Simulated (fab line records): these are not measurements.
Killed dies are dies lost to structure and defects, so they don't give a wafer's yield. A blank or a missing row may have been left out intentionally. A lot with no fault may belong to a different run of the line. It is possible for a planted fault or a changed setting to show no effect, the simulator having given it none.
Comparing a struck lot with a sound one || flow n5 finfet || 16 steps out of a route of 1938
Sound: these wafers, L986.3, L986.4, L986.6. Wafers struck: L996.1, L996.3, L996.6. At the end, the cause is stated.
At each step with rows: each side's tool, then ch and its chambers, then its first start. Under that, the readings that differ: sound wafers || struck wafers || difference of the means || sigmas: that difference in standard deviations of wafers without a fault.
alike: words and numbers the same on both sides, and readings whose means are apart by under 2 such deviations; not compared: readings that were withheld, readings missing a value for some wafer, numbers with overlapping values and no deviation given by the record, and bounds like >300 which may hide the same value.
A row with sigmas, a row that says differs or no value, or rows on one side alone: a step with any of these is where the two part. Numbers that don't overlap but have no deviation are shown without sigmas and don't part them. A reading missing from all wafers of one side parts the sides only when that side holds two or more wafers.

N5_HKMG_FIN_OVL_MEAS_13:
  sound on overlay-02 ch 0, day 5 08:52; struck on overlay-01 ch 0, day 7 23:11
  alike: NWFM_OVL
N5_HKMG_FIN_INSPECT_14: inspects for defects (macro).
  struck on defect inspect-02, day 7 23:13; sound on defect inspect-02, day 5 08:54
  alike: raw defect count
N5_HKMG_FIN_DESCUM_17: chemistry O2, time 7.9 s.
  sound on rie diel-05 ch 0,2, day 5 09:02; struck on rie diel-02 ch 1,3, day 7 23:15
  alike: drypump motor current A, oes product au, rf vpp V, showerhead plenum p Torr, throttle valve pct
  not compared: rf hours counter h
N5_HKMG_FIN_ETCH_31: etches SiARC in CF4, target depth 45.5 nm, time 75.8 s.
  sound on rie diel-05 ch 0,2, day 5 09:05; struck on rie diel-02 ch 1,3, day 7 23:17
  alike: drypump motor current A, etch rf on time s, oes product au, rf vpp V, showerhead plenum p Torr, throttle valve pct
  not compared: rf hours counter h
then, 3 steps without rows for these wafers: N5_HKMG_FIN_ETCH_32 (etches SOC in N2/H2, target depth 240 nm, time 300 s); N5_HKMG_FIN_STRIP_33 (strips in N2/H2); N5_HKMG_FIN_STRIP_34 (strips in CF4).
N5_HKMG_FIN_ETCH_35: etches SOC in N2/H2, target depth 215.8 nm, time 243.4 s.
  sound on rie diel-05 ch 0,2, day 5 09:20; struck on rie diel-02 ch 1,3, day 7 23:33
  alike: drypump motor current A, n2 flow sccm, oes product au, rf vpp V, showerhead plenum p Torr, throttle valve pct
  not compared: rf hours counter h
then, 2 steps without rows for these wafers: N5_HKMG_FIN_STRIP_92 (strips SOC in N2/H2, time 20 s); N5_HKMG_FIN_WET_ETCH_18 (etches TiN in SC1, time 55 s, target depth 5.2 nm, rinse time 30 s).
N5_HKMG_FIN_STRIP_19: strips in N2/H2, time 360 s.
  sound on plasma asher-01 ch 0,1, day 5 09:46; struck on plasma asher-01 ch 0,1, day 7 23:50
  alike: drypump motor current A, heater power w, n2 flow sccm
  not compared: rf hours counter h
then, 1 step without rows for these wafers: N5_HKMG_FIN_ALD_91 (deposits TiN, target thk 1 nm, pulse time 1 s, purge time 3 s).
N5_HKMG_FIN_COAT_85: time 60 s, resist thk 300 nm.
  sound on litho track-01 ch 0, day 5 10:18; struck on litho track-03 ch 0, day 8 00:30
{"reading": "dispense pressure kPa (kPa)", "sound": "55 55 55", "struck": "47 47 47", "difference": -8, "sigmas": -2}
{"reading": "spin speed rpm (rpm)", "sound": "1498.4 1500.8 1500.7", "struck": "1539.9 1540.8 1538.8", "difference": "+39.9", "sigmas": "+42"}
{"reading": "model.SOC_of_HKMG_FIN_COAT_85.thk nm (nm)", "sound": "301.8 301.6 301.4", "struck": "297.4 296.6 297.2", "difference": -4.5, "sigmas": ""}
N5_HKMG_FIN_ETCH_86: etches SOC in N2/H2, stops on TiN, target depth 393.2 nm.
  sound on rie diel-05 ch 1,2, day 5 10:22; struck on rie diel-04 ch 1, day 8 00:43
{"reading": "throttle valve pct (%)", "sound": "18.24 17.77 18.23", "struck": "17.60 17.60 17.61", "difference": -0.48, "sigmas": -2}
  alike: drypump motor current A, n2 flow sccm, oes product au, rf vpp V, showerhead plenum p Torr
  not compared: rf hours counter h
-- the record jumps here: 4 days lie between the struck wafers' starts before and after (it left off in module HKMG_FIN and takes up again in module BEOL_M4, whose first step shown is number 1111 of the route) --
N5_BEOL_M4_RC_MEAS_101:
  sound on prober-02 ch 0, day 9 01:05; struck on prober-02 ch 0, day 12 11:05
{"reading": "DIBL_N (mV/V)", "sound": "39.2 39.0 37.2", "struck": "36.0 32.6 35.5", "difference": -3.8, "sigmas": -2}
  alike: DIBL_P, IOFF_N, IOFF_P, ION_N, ION_P, SS_N, SS_P, VT_N, VT_P
-- the record jumps here: 4 days lie between the struck wafers' starts before and after (it left off in module BEOL_M4 and takes up again in module PASSIVATION, whose first step shown is number 1936 of the route) --
N5_PASSIVATION_PROBE_49:
  record: rows for the struck wafers here (prober-01, day 16 18:08), none for the sound ones

== WHERE THEY PART ==
First at N5_HKMG_FIN_COAT_85; last, within this record, at N5_PASSIVATION_PROBE_49.

WHY: whatever the simulator had introduced
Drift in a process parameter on litho track-03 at N5_HKMG_FIN_COAT_85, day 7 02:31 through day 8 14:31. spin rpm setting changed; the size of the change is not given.
